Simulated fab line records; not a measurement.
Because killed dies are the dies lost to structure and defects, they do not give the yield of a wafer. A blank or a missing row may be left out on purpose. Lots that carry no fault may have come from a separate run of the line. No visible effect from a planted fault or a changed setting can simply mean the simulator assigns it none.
Split-lot study    flow n5Finfet    on a route of 1938 steps: 7 lots, 21 wafers read

== THE SPLIT ==
At N5_FIN_SAQP_PECVD_06 (deposits a-Si from SiH4/He, target thk 60 nm, time 48.1 s), the setting timeS was moved away from the recipe's 48.1 s on 9 of the 21 wafers read, by -12.5% to +12.4%. This setting was run at the recipe's value on the other wafers.

== FROM THE SPLIT TO THE READING: what the file shows between them, 10 steps ==
- N5_FIN_SAQP_THK_MEAS_07
- N5_FIN_SAQP_COAT_49: time 60 s, resist thk 100 nm (also split here: spinRpm)
- N5_FIN_SAQP_COAT_50: time 60 s, resist thk 35 nm
- N5_FIN_SAQP_COAT_10: resist thk 90 nm
- N5_FIN_SAQP_DESCUM_21: chemistry O2, time 7.9 s
- N5_FIN_SAQP_ETCH_51: etches SiARC in CF4, target depth 45.5 nm, time 75.8 s
- N5_FIN_SAQP_ETCH_52: etches SOC in N2/H2, target depth 100 nm, overetch 20 nm, time 150 s
- N5_FIN_SAQP_STRIP_53: strips in N2/H2
- N5_FIN_SAQP_HM_OPEN_73: chemistry CHF3/O2, target SiO2, stops on a-Si, target depth 12 nm, time 16.8 s
- N5_FIN_SAQP_STRIP_74: strips in CHF3/O2

== THE READING ==
oesProductAu, in a.u., at N5_FIN_SAQP_MANDREL_ETCH_22 (etches a-Si in HBr/Cl2, stops on SiNx, target depth 60 nm, bt time 10 s, time 30 s). A value of 0.764 a.u. with a standard deviation of 0.013 a.u. is what fault-free wafers of this fab line usually give.

wafer   tool, chamber at the split  timeS as run, s  against the recipe  oesProductAu, a.u.  against lot-mates on the recipe
L074.1  pecvd-04, 1                 48.1             recipe              0.793               -
L074.4  pecvd-04, 1                 44.15            -8.2%               0.731               -0.062
L074.6  pecvd-04, 0                 44.15            -8.2%               0.731               -0.062
L077.1  pecvd-04, 0                 42.11            -12.5%              0.696               -0.067
L077.3  pecvd-04, 1                 48.1             recipe              0.763               -
L077.5  pecvd-04, 2                 42.11            -12.5%              0.705               -0.058
L079.1  pecvd-03, 1                 48.1             recipe              0.761               -
L079.3  pecvd-03, 2                 48.1             recipe              0.765               -
L079.4  pecvd-03, 0                 48.1             recipe              0.774               -
L081.1  pecvd-04, 1                 48.1             recipe              0.760               -
L081.3  pecvd-04, 2                 54.06            +12.4%              0.821               +0.061
L081.6  pecvd-04, 1                 54.06            +12.4%              0.829               +0.069
L087.1  pecvd-02, 0                 48.1             recipe              0.778               -
L087.2  pecvd-02, 1                 44.34            -7.8%               0.714               -0.060
L087.3  pecvd-02, 2                 48.1             recipe              0.769               -
L088.2  pecvd-04, 0                 48.1             recipe              0.768               -
L088.3  pecvd-04, 1                 48.1             recipe              0.796               -
L088.6  pecvd-04, 0                 48.1             recipe              0.767               -
L092.1  pecvd-04, 2                 44.16            -8.2%               0.717               -0.045
L092.5  pecvd-04, 1                 44.16            -8.2%               0.735               -0.027
L092.6  pecvd-04, 2                 48.1             recipe              0.762               -

FIT RESULTS
A straight line over all 21 wafers: oesProductAu changes by +0.00511 a.u. for each +1% of timeS; r = +0.95; the points scatter about the line by 0.011 a.u.
The same after taking each lot's own level away (the mean of its wafers on the recipe; 21 wafers): +0.00548 a.u. for each +1%; r = +0.96; scatter 0.01 a.u.
Per that fit: largest timeS move, reading shift of 0.068 a.u.
The span of the lots' own levels, 0.7600 to 0.7930 a.u., comes to 2.5 times the standard deviation stated above.
Hence the lot-to-lot level has little effect on the slope; both slopes agree.
Check: for one of the wafers moved furthest among these (-12.5%), held out of the fit, the line's prediction against its lot-mates is -0.07 a.u. It came out at -0.067 a.u. against them.

== OTHER SPLITS ON THESE WAFERS ==
Note: prior to the reading, these wafers also went through further splits. Each is held against what the fit with the lots' levels taken away leaves over:
other split on the same wafers       wafers away from the commonest value  r with oesProductAu (lot level and that fit taken away)
N5_WELL_APT_PEB_23 pebTimeS          9                                     -0.06
N5_WELL_APT_DEVELOP_24 developTimeS  7                                     +0.24
N5_FIN_SAQP_COAT_49 spinRpm          7                                     -0.27

== THE WHOLE CHAIN: every reading that the file lists as answering this split, in the file's order ==
step                         what it does                                                                        reading                                                                           change (the file's fit)                    r (the file's)
N5_FIN_SAQP_PECVD_06         deposits a-Si from SiH4/He, target thk 60 nm, time 48.1 s                           a-Si_of_FIN_SAQP_PECVD_06.thkNm (the simulator's own value, which no gauge read)  +0.65 nm for each +1% of the setting       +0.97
N5_FIN_SAQP_THK_MEAS_07                                                                                          thkNm                                                                             withheld for each +1% of the setting       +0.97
N5_FIN_SAQP_MANDREL_ETCH_22  etches a-Si in HBr/Cl2, stops on SiNx, target depth 60 nm, bt time 10 s, time 30 s  oesProductAu                                                                      +0.00566 a.u. for each +1% of the setting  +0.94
N5_FIN_SAQP_MANDREL_ETCH_22  etches a-Si in HBr/Cl2, stops on SiNx, target depth 60 nm, bt time 10 s, time 30 s  etch.depthNm (the simulator's own value, which no gauge read)                     +0.648 nm for each +1% of the setting      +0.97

== THE FILE'S OWN FIT ==
oesProductAu changes by +0.00566 a.u. for each +1% of timeS, r = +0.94.
